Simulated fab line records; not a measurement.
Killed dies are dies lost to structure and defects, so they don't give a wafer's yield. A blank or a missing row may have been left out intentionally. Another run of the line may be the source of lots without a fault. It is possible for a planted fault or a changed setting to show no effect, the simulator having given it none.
One fault seen from 2 desks ; flow nand harc ; numbers are kept per desk, each desk with only its own; the story behind them comes last

THE METROLOGY DESK
What the gauges read, lot by lot, whatever tool the lot ran on: means of the sampled wafers that have a number. Marked OUT: a lot whose mean sits more than 4 standard deviations from the usual mean, which makes it out of limits; the brackets give that distance.
Columns: A = thk nm at NHARC_A_ONON_D1_THK_MEAS_18, usual 1003 nm
lot;first seen here;A
L630;day 8 00:11;1019
L632;day 8 05:31;1002
L631;day 8 05:32;1004
L634;day 9 00:53;1002
L633;day 9 00:55;1013
L635;day 9 06:05;1022
L638;day 9 19:55;1001
L636;day 9 20:15;996
L640;day 10 13:41;996
L644;day 11 16:59;651 (-32) OUT
L646;day 12 01:37;629 (-34) OUT
L650;day 12 16:25;994
L649;day 13 02:01;1015
This desk's verdict: out of limits on L644, L646, starting with L644 at day 11 16:59 (thk nm at NHARC_A_ONON_D1_THK_MEAS_18). L630, L632, L631, L634, L633, L635, L638, L636, L640, L650, L649 stayed within limits.

THE DEFECT DESK
Lot by lot, what the route's inspections counted, given as the mean of those sampled wafers with a number. Marked OUT: a lot whose mean sits more than 4 standard deviations from the usual mean, which makes it out of limits; the brackets give that distance.
Columns: A = raw defect count at NHARC_A_START_INSPECT_01, usual 3.5
lot;first seen here;A
L630;day 6 13:02;3.7
L631;day 6 22:14;2.3
L632;day 6 22:38;3.3
L633;day 7 14:03;4.0
L634;day 7 14:43;4.0
L635;day 7 20:46;3.0
L636;day 8 03:53;4.0
L638;day 8 08:46;3.7
L640;day 9 03:22;3.7
L644;day 10 07:22;3.7
L646;day 10 16:31;2.7
L650;day 11 06:30;3.3
L649;day 11 15:28;1.7
Result from this desk: across the 13 lots, nothing is out of limits.

PUT TOGETHER
The metrology desk could have raised an alarm at day 11 16:59, on L644, L646.
Nothing the defect desk looked at was out of limits.
The defect desk has L644, L646 on record, within its limits.
All the named lots went through NHARC_A_ONON_D1_DEP_16 on pecvd onon-01.

WHAT HAD BEEN PUT IN BY THE SIMULATOR
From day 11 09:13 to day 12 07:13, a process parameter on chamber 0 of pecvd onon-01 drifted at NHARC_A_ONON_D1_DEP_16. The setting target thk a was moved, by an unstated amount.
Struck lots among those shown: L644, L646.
Delay in hours, fault start to first out-of-limits reading, per desk: metrology desk 8.
